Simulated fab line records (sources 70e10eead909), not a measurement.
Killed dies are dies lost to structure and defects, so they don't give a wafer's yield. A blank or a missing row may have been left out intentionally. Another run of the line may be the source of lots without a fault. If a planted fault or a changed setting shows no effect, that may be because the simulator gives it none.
Which tool is to blame? ; flow nand_harc ; 12 lots, 36 wafers sampled, at 6 steps of a route of 1302

WHAT EACH GAUGE READ, for each wafer
NHARC_P_M2_CD_MEAS_09 targets a cd of 170 nm.
lot;measured;on;cd_nm (nm)
L255;day 6 13:36;cd_sem-03;170.8 171.1 171.2
L254;day 6 14:28;cd_sem-02;169.4 168.5 169.2
L257;day 7 13:55;cd_sem-01;170.2 170.7 169.6
L259;day 8 11:23;cd_sem-03;168.8 169.1 168.6
L264;day 10 14:26;cd_sem-01;106.3 106.5 106.0
L265;day 10 22:34;cd_sem-03;106.9 105.8 106.9
L266;day 11 19:34;cd_sem-03;169.8 169.6 169.4
L268;day 12 08:52;cd_sem-03;171.6 171.2 170.0
L273;day 14 03:56;cd_sem-03;170.0 169.9 170.5
L274;day 14 19:29;cd_sem-03;170.8 170.1 171.0
L275;day 14 23:22;cd_sem-02;170.5 169.3 169.4
L277;day 15 21:21;cd_sem-03;170.2 171.1 172.1

NHARC_END_SORT_01.
lot;measured;on;defect_limited_yield (%);killed_at_array;killed_at_other;killed_at_periphery;killed_dies;killed_open;killed_short
L264;day 28 19:53;prober-01;0 0 0;48 50 54;1 0 0;628 627 623;677 677 677;5 0 3;2 2 3
L265;day 29 18:49;prober-02;0 0 0;68 69 75;3 2 0;606 606 602;677 677 677;2 2 2;5 1 1

TOOL THAT RAN EACH LOT (tool first, then ch and the chambers of the sampled wafers, then the start)
lot;NHARC_P_M1_PRE_CLEAN_30;NHARC_P_M1_PRE_CLEAN_32;NHARC_P_M2_PEB_07;NHARC_P_M2_DEGAS_29
L255;pvd_sputter-03, day 6 12:17 or earlier;pecvd-02 ch 1,2, day 6 12:17;litho_track-01 ch 0, day 6 13:31;pvd_sputter-01, day 6 14:49
L254;pvd_sputter-03, day 6 13:09 or earlier;pecvd-02 ch 0,1, day 6 13:09;litho_track-06 ch 0, day 6 14:23;pvd_sputter-02, day 6 15:41
L257;pvd_sputter-01, day 7 12:35 or earlier;pecvd-03 ch 0,1,2, day 7 12:35;litho_track-06 ch 0, day 7 13:50;pvd_sputter-02, day 7 15:08
L259;pvd_sputter-02, day 8 10:05 or earlier;pecvd-03 ch 0,1,2, day 8 10:05;litho_track-04 ch 0, day 8 11:19;pvd_sputter-01, day 8 12:36
L264;pvd_sputter-02, day 10 13:17 or earlier;pecvd-04 ch 0,1,2, day 10 13:17;litho_track-06 ch 0, day 10 14:21;pvd_sputter-02, day 10 15:39
L265;pvd_sputter-02, day 10 21:15 or earlier;pecvd-03 ch 0,1,2, day 10 21:15;litho_track-06 ch 0, day 10 22:29;pvd_sputter-01, day 10 23:47
L266;pvd_sputter-03, day 11 18:16 or earlier;pecvd-02 ch 1,2, day 11 18:16;litho_track-04 ch 0, day 11 19:29;pvd_sputter-02, day 11 20:46
L268;pvd_sputter-03, day 12 07:33 or earlier;pecvd-02 ch 1,2, day 12 07:33;litho_track-01 ch 0, day 12 08:47;pvd_sputter-03, day 12 10:04
L273;pvd_sputter-01, day 14 02:36 or earlier;pecvd-04 ch 0,1,2, day 14 02:36;litho_track-06 ch 0, day 14 03:50;pvd_sputter-01, day 14 05:13
L274;pvd_sputter-01, day 14 18:18 or earlier;pecvd-03 ch 0,1,2, day 14 18:18;litho_track-06 ch 0, day 14 19:24;pvd_sputter-01, day 14 20:44
L275;pvd_sputter-02, day 14 22:04 or earlier;pecvd-04 ch 0,2, day 14 22:04;litho_track-04 ch 0, day 14 23:17;pvd_sputter-02, day 15 00:41
L277;pvd_sputter-02, day 15 20:02 or earlier;pecvd-03 ch 0,1,2, day 15 20:02;litho_track-01 ch 0, day 15 21:16;pvd_sputter-02, day 15 22:33
- NHARC_P_M1_PRE_CLEAN_30: time 30 s.
- NHARC_P_M1_PRE_CLEAN_32: time 12 s.
- NHARC_P_M2_PEB_07: peb time 65 s.
- NHARC_P_M2_DEGAS_29: time 60 s.

WHAT THE TOOLS THEMSELVES READ (means of the sampled wafers that have a number; where no wafer has one, the mark that the record gives instead)
NHARC_P_M1_PRE_CLEAN_30.
lot;tool;heater_power_w (W);susceptor_temp_C (C)
L255;pvd_sputter-03;440;280.06
L254;pvd_sputter-03;415;279.94
L257;pvd_sputter-01;431;279.79
L259;pvd_sputter-02;394;279.93
L264;pvd_sputter-02;396;280.07
L265;pvd_sputter-02;389;280.04
L266;pvd_sputter-03;387;280.08
L268;pvd_sputter-03;412;280.07
L273;pvd_sputter-01;445;279.99
L274;pvd_sputter-01;452;-
L275;pvd_sputter-02;409;280.02
L277;pvd_sputter-02;416;280.07

NHARC_P_M1_PRE_CLEAN_32.
lot;tool;heater_power_w (W);rf_fwd_power_W (W);susceptor_temp_C (C)
L255;pecvd-02;564;292.9;369.95
L254;pecvd-02;688;292.7;369.78
L257;pecvd-03;590;292.2;370.05
L259;pecvd-03;619;292.1;370.15
L264;pecvd-04;672;293.6;370.10
L265;pecvd-03;688;291.9;369.93
L266;pecvd-02;559;291.4;369.97
L268;pecvd-02;540;292.2;369.87
L273;pecvd-04;665;292.5;370.10
L274;pecvd-03;682;292.6;370.07
L275;pecvd-04;705;292.6;370.02
L277;pecvd-03;676;292.8;370.14

NHARC_P_M2_PEB_07.
lot;tool;heater_power_total_W (W);plate_temp_C (C)
L255;litho_track-01;156.9;99.99
L254;litho_track-06;156.6;99.97
L257;litho_track-06;157.1;100.11
L259;litho_track-04;156.3;100.09
L264;litho_track-06;129.6;87.20
L265;litho_track-06;129.3;87.33
L266;litho_track-04;156.4;100.05
L268;litho_track-01;156.6;99.92
L273;litho_track-06;156.9;99.96
L274;litho_track-06;156.6;100.00
L275;litho_track-04;156.4;99.90
L277;litho_track-01;156.8;100.05

NHARC_P_M2_DEGAS_29.
lot;tool;heater_power_w (W);susceptor_temp_C (C)
L255;pvd_sputter-01;365;250.06
L254;pvd_sputter-02;315;-
L257;pvd_sputter-02;313;250.10
L259;pvd_sputter-01;355;249.82
L264;pvd_sputter-02;329;250.22
L265;pvd_sputter-01;370;249.89
L266;pvd_sputter-02;330;250.08
L268;pvd_sputter-03;316;249.96
L273;pvd_sputter-01;364;249.89
L274;pvd_sputter-01;369;250.18
L275;pvd_sputter-02;340;249.89
L277;pvd_sputter-02;346;249.99

THE ANSWER, worked out from the rows above alone
Rule: the usual values come from the lots themselves. The widest of any qualifying gaps counts: lots, ordered by their means at a reading, are off when they make up no more than a third of the lots, leave a main group of 4 or more, and stand apart from it by 3 or more times the standard deviation of that group's means. A main group is skipped when, at the precision printed for the reading in the tables above, its means are all equal. A lot without any number at a reading at which 4 lots or more have one is off too. Any other lot the step has rows for is counted as sound. The gauges are gone through in route order, then the tools' own readings, and for those a lot's mean is taken as printed above. The first step at which some lot is off is used, and at that step the reading that is off furthest; a lot without a number counts as furthest.
Off: L264, L265, at NHARC_P_M2_CD_MEAS_09 (cd_nm). Mean 170.1 nm and standard deviation 0.78 in the main group.
A tool fits if, at a process step before that reading, it ran every lot that is off, and no sound lot after the first of them. Not tried: the gauges at NHARC_P_M2_CD_MEAS_09; whatever is off there is also off at NHARC_P_M2_PEB_07, on other tools, and gauge error can't account for it. With no start given for some of its lots, NHARC_P_M1_PRE_CLEAN_30 uses the hours and lot order of NHARC_P_M1_PRE_CLEAN_32. Not one of the candidates tried fits.

WHAT HAD BEEN PUT IN BY THE SIMULATOR
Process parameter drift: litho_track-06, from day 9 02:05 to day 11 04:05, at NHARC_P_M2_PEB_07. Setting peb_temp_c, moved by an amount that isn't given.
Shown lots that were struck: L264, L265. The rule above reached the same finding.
